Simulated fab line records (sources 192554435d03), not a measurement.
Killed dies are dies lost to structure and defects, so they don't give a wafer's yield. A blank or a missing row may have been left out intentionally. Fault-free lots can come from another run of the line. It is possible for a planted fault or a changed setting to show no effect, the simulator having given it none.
Split-lot trial -- flow n5 finfet -- 21 wafers read from 7 lots, route of 1938 steps

THE SPLIT ITSELF
At N5_PASSIVATION_EXPOSE_41 (exposes mask PASS OPEN, defocus 0 nm, target cd 40000 nm), the setting dose mj was moved away from the recipe's 57.25 on 7 of the 21 wafers read, by -7.3% to +6.7%. For the rest of the wafers, this setting stayed at what the recipe calls for.

FROM THE SPLIT TO THE READING: what the file shows between them, 3 steps
- N5_PASSIVATION_PEB_42
- N5_PASSIVATION_DEVELOP_43: develop time 60 s
- N5_PASSIVATION_HARDBAKE_45: time 120 s

THE READING
cd nm, in nm, at N5_PASSIVATION_CD_MEAS_44 (target cd 40000 nm). On this fab line, fault-free wafers typically give 40000 nm with a standard deviation of 4.7 nm.

wafer,"tool, chamber at the split",dose mj as run,against the recipe,"cd nm, nm",against lot-mates on the recipe
L076.2,"krf scanner-02, 0",57.25,recipe,39997,-
L076.3,"krf scanner-02, 0",57.25,recipe,39995,-
L076.4,"krf scanner-02, 0",57.25,recipe,39996,-
L074.3,"krf scanner-02, 0",57.25,recipe,40007,-
L074.5,"krf scanner-02, 0",59.45,+3.8%,40015,+9
L074.6,"krf scanner-02, 0",57.25,recipe,40005,-
L079.1,"krf scanner-02, 0",61.1,+6.7%,40017,+18
L079.4,"krf scanner-02, 0",57.25,recipe,39999,-
L079.6,"krf scanner-02, 0",61.1,+6.7%,40020,+21
L083.1,"krf scanner-01, 0",57.25,recipe,40013,-
L083.5,"krf scanner-01, 0",57.25,recipe,40006,-
L083.6,"krf scanner-01, 0",57.25,recipe,40002,-
L092.2,"krf scanner-02, 0",57.25,recipe,40004,-
L092.5,"krf scanner-02, 0",53.06,-7.3%,39981,-23
L092.6,"krf scanner-02, 0",53.06,-7.3%,39978,-26
L088.1,"krf scanner-01, 0",57.25,recipe,40001,-
L088.3,"krf scanner-01, 0",57.25,recipe,39995,-
L088.5,"krf scanner-01, 0",57.25,recipe,39999,-
L095.1,"krf scanner-01, 0",53.24,-7.0%,39979,-30
L095.4,"krf scanner-01, 0",53.24,-7.0%,39976,-33
L095.5,"krf scanner-01, 0",57.25,recipe,40009,-

THE FIT
A straight line over all 21 wafers: cd nm changes by +3.02 nm for each +1% of dose mj; r = +0.93; the points scatter about the line by 4.9 nm.
The same after taking each lot's own level away (the mean of its wafers on the recipe; 21 wafers): +3.49 nm for each +1%; r = +0.97; scatter 3.4 nm.
On that fit, the largest move of dose mj shifts the reading by 26 nm.
Measured against the standard deviation above, the lots' own levels, which go from 39996.0 to 40009.0 nm, span 2.8 times it.
Hence the slope depends on the lot-to-lot level, as the two fits are not the same.
Check: -27.6 nm against its lot-mates is what the line predicts for one of the wafers moved furthest among these (-7.3%) when that wafer is left out of the fit. It came out at -23 nm against them.

OTHER SPLITS ON THESE WAFERS
Other splits were also applied to these wafers ahead of the reading. Each is held against what the fit with the lots' levels taken away leaves over:
other split on the same wafers,wafers away from the commonest value,r with cd nm (lot level and that fit taken away)
N5_BEOL_M13_COAT_58 spin rpm,6,-0.11
N5_BEOL_M13_SPUTTER_43 time s,5,-0.12
N5_BEOL_M14_TRENCH_ETCH_34 bias w,4,-0.07
N5_BEOL_M15_SPUTTER_44 power w,5,+0.12
N5_MIM_BOT_LITHO_EXPOSE_05 dose mj,4,+0.00
N5_MIM_BOT_LITHO_DEVELOP_07 develop time s,5,-0.29

FILE'S OWN FIT
cd nm changes by +3.5 nm for each +1% of dose mj, r = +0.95.
